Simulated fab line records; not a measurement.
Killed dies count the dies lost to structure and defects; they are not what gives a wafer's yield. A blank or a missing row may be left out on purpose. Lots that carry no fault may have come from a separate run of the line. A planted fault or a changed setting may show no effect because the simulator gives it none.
Comparing a struck lot with a sound one | flow n5Finfet | 14 steps out of a route of 1938
Sound: the wafers L737.4, L737.5, L737.6. Struck: wafer L749.4 (left out: L749.1, a lot-mate that was not struck); the cause follows at the end.
At each step with rows: each side's tool, then ch and its chambers, then its first start. Under that, the readings that differ: sound wafers | struck wafers | difference of the means | sigmas: that difference in standard deviations of wafers without a fault.
alike: a reading whose means differ by less than 2 such deviations, as well as words and numbers matching on both sides. not compared: withheld readings; readings where some wafer has no value; bounds like >300 that might hide an equal value; numbers whose values overlap and for which the record gives no deviation.
Wherever a step has rows on one side only, a row that says differs or no value, or a row with sigmas, the two part there. Numbers that don't overlap but have no deviation are shown without sigmas and don't part them. A reading missing from all wafers of one side parts the sides only when that side holds two or more wafers.

first, 1 step without rows for these wafers: N5_BEOL_M6_CURE_75 (cures SiCOH lowk, time 120 s).
N5_BEOL_M6_DEGAS_44: time 60 s.
  struck on pvdSputter-03, day 13 07:50; sound on pvdSputter-03, day 9 15:10
  alike: heaterPowerW
then, 1 step without rows for these wafers: N5_BEOL_M6_PRE_CLEAN_45 (time 30 s).
N5_BEOL_M6_ALD_77: deposits TaN, target thk 2 nm, pulse time 2 s, purge time 3 s.
  sound on aldMetal-04 ch 0,1,3, day 9 15:24; struck on aldMetal-01 ch 1, day 13 07:57
  alike: heaterPowerW
N5_BEOL_M6_SURFACE_TREAT_79:
  struck on pvdSputter-01, day 13 08:15; sound on pvdSputter-02, day 9 15:33
  not compared: throttleValvePct
then, 1 step without rows for these wafers: N5_BEOL_M6_CVD_78 (deposits Co from CCTBA/H2, target thk 2 nm, time 142.3 s).
N5_BEOL_M6_SPUTTER_48: material Cu, target thk 10 nm, time 1.667 s.
  struck on pvdSputter-02, day 13 08:35; sound on pvdSputter-01, day 9 15:44
  alike: throttleValvePct
then, 2 steps without rows for these wafers: N5_BEOL_M6_ECD_50 (material Cu, target thk 300 nm); N5_BEOL_M6_ANNEAL_51 (time 90 s).
N5_BEOL_M6_CMP_52: polishes, stops on SiCOH lowk, t overpolish 6.9 s, target thk 80 nm.
  sound on cmp-03 ch 0,1,2, day 9 16:27; struck on cmp-04 ch 0, day 13 09:56
reading                   | sound             | struck | difference | sigmas
barrierFieldEndpointS (s) | 29.9 29.0 30.1    | 28.4   | -1.3       | -2
edgeZonePressureFrac      | 1.000 1.004 1.004 | 0.993  | -0.010     | -2
  alike: clearingPlatenRpm, motorCurrentA, overpolishRunS, retainingRingPressureFrac, slurryFlowMlMin, timeToEndpointS
N5_BEOL_M6_THK_MEAS_53: measures by xrf.
  struck on filmMetro-02, day 13 10:10; sound on filmMetro-01, day 9 16:38
reading     | sound          | struck | difference | sigmas
M6_THK (nm) | 79.4 80.0 77.6 | 84.0   | +5.0       | +3
then, 1 step without rows for these wafers: N5_BEOL_M6_PRE_CLEAN_55 (time 15 s).
N5_BEOL_M6_DEP_56: deposits SiCN from 3MS/NH3, target thk 10 nm, time 17.5 s.
  sound on pecvd-04 ch 1,2, day 9 16:43; struck on pecvd-01 ch 2, day 13 10:13
reading                                 | sound    | struck | difference | sigmas
model.SiCN_of_BEOL_M6_DEP_56.thkNm (nm) | 10 10 10 | 15.4   | +5.4       | 
  alike: showerheadPlenumPTorr, throttleValvePct
N5_BEOL_M6_RS_MEAS_57: measurement is done with a four-point probe.
  struck on filmMetro-02, day 13 10:17; sound on filmMetro-01, day 9 16:48
reading        | sound             | struck | difference | sigmas
M6_RS (ohm/sq) | 0.296 0.292 0.304 | 0.275  | -0.022     | -3

== WHERE THEY PART ==
At N5_BEOL_M6_CMP_52 first; at N5_BEOL_M6_RS_MEAS_57 last (within this record only).

WHY: what the simulator had put in
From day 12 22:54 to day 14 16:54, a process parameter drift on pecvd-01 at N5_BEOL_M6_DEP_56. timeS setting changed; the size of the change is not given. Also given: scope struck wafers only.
